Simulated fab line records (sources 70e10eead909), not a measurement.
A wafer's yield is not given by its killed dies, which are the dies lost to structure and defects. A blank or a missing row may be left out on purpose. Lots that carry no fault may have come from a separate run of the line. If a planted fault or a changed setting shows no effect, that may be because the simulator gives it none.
Which of the tools did it? ; flow nandHarc ; 13 lots, 39 wafers sampled, at 1 step of a route of 1302

WHAT THE GAUGES READ, wafer by wafer
NHARC_A_SLIT_OVL_MEAS_10.
lot;measured;on;overlayXNm (nm);overlayYNm (nm)
L796;day 19 17:15;overlay-01;-1.6 -1.8 -1.0;-0.2 0.3 0.5
L798;day 20 07:28;overlay-01;-0.7 -0.9 -0.3;-0.9 -1.4 -0.8
L797;day 20 07:49;overlay-01;-1.1 -0.6 -0.1;0.2 -0.2 0.9
L802;day 22 02:43;overlay-02;0.6 0.3 1.0;0.3 0.5 0.8
L803;day 23 04:15;overlay-01;0.2 -0.5 0.0;-0.7 -1.1 -0.7
L804;day 23 16:55;overlay-02;-0.2 -0.1 -0.2;-0.9 -0.6 -0.3
L809;day 25 09:40;overlay-02;-0.4 0.2 -0.1;0.4 0.6 1.0
L813;day 26 05:30;overlay-01;0.6 -0.1 0.2;-0.2 -0.1 -0.3
L811;day 26 06:07;overlay-01;-0.6 -0.6 -0.7;-0.1 -0.1 0.1
L812;day 26 09:19;overlay-02;-0.1 0.2 -0.2;-1.9 -2.2 -1.9
L814;day 27 06:14;overlay-02;-0.2 0.3 0.3;0.2 0.5 0.7
L815;day 27 15:19;overlay-02;-0.4 -0.5 -0.7;-0.8 -1.0 -1.1
L818;day 29 20:14;overlay-01;0.2 0.1 -0.1;1.2 0.6 0.6

WHAT TOOL EACH LOT RAN ON (gives the tool, then ch and the chambers of the sampled wafers, and finally the start)
Record: no process step prior to these readings.

AS READ BY THE TOOLS THEMSELVES (means over the sampled wafers that have a number; for cases with no such wafer, the mark the record gives instead)
The record holds no such reading with a usual standard deviation.

THE ANSWER, worked out from the rows above alone
Rule: usual is defined by the lots themselves. Put in order of their means at a reading, lots are off if they are a third of the lots or fewer, leave a main group of 4 or more, and stand apart from it by a gap of 3 or more times the standard deviation of the main group's means; of several such gaps the widest counts. If all means in a main group match to the digits the tables above print for the reading, that group is not used. A lot without any number at a reading at which 4 lots or more have one is off too. The other lots that the step has rows for count as sound. First the gauges in route order, then the tools' own readings, where a lot's mean is used as printed above. The first step at which some lot is off is used, and at that step the reading that is off furthest; a lot without a number counts as furthest.
No lot is off on any of the readings shown, so nothing can be concluded from this.

WHAT WAS PUT IN BY THE SIMULATOR
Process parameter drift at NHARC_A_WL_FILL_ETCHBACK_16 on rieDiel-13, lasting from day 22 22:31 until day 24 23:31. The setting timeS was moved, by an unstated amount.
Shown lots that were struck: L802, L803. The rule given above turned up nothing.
